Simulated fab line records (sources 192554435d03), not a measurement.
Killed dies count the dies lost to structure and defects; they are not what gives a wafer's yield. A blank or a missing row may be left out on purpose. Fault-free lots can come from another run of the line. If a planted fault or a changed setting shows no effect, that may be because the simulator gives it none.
Chamber matching    flow n5Finfet    rieDiel-01 running N5_MOL_CONTACT_COAG_DESCUM_45: 4 sister chambers
The step chemistry O2, time 7 s. 14 wafers are shown with their chamber, then 7 later ones without.

WAFERS WITH THEIR CHAMBER
wafer   chamber  showerheadPlenumPTorr (Torr)  drypumpMotorCurrentA (A)  throttleValvePct (%)
L075.1  1        2.06                          6.4                       20.07
L075.2  3        1.92                          5.1                       20.19
L075.6  0        2.02                          6.2                       20.54
L078.2  3        1.92                          5.1                       20.20
L078.3  0        2.02                          6.2                       20.55
L078.6  0        2.02                          6.2                       20.55
L084.1  1        2.05                          6.5                       20.09
L084.3  2        2.15                          5.4                       20.43
L084.4  3        1.92                          5.2                       20.21
L086.2  2        2.15                          5.4                       20.45
L086.4  3        1.92                          5.2                       20.22
L086.5  3        1.92                          5.1                       20.24
L092.1  3        1.91                          5.1                       20.23
L092.2  2        2.15                          5.4                       20.47

SIGNATURES (averages over the wafers above)
reading                chamber 0  chamber 1  chamber 2  chamber 3  scatter within a chamber
showerheadPlenumPTorr  2.0200     2.0550     2.1500     1.9183     0.00365
drypumpMotorCurrentA   6.200      6.450      5.400      5.133      0.0428
throttleValvePct       20.5467    20.0800    20.4500    20.2150    0.0168
Rule: for each reading, subtract the chamber's mean from the wafer's reading, divide by that reading's scatter and square the result; add these up over the readings and take the root, which gives the wafer's distance from the chamber. If the next closest chamber is less than 2 further off than the closest, the wafer can't be placed; otherwise it belongs to the closest. How the scatter is found: for the shown wafers, subtract from each reading the mean of its chamber, square and add these, divide the total by (wafers less chambers), then take the root.

WAFERS MISSING THEIR CHAMBER
wafer   showerheadPlenumPTorr (Torr)  drypumpMotorCurrentA (A)  throttleValvePct (%)
L092.4  2.01                          6.2                       20.58
L096.2  1.91                          5.1                       20.24
L096.5  2.04                          6.4                       20.12
L096.6  2.14                          5.4                       20.45
L097.1  1.91                          5.1                       20.25
L097.5  1.91                          5.1                       20.23
L097.6  2.04                          6.4                       20.12

CHAMBER TAKEN BY EACH
wafer   from the rows above  in truth
L092.4  0                    0
L096.2  3                    3
L096.5  1                    1
L096.6  2                    2
L097.1  3                    3
L097.5  3                    3
L097.6  1                    1
Correctly placed: 7 of 7. Number that these rows cannot place: 0. Placed wrongly: 0.
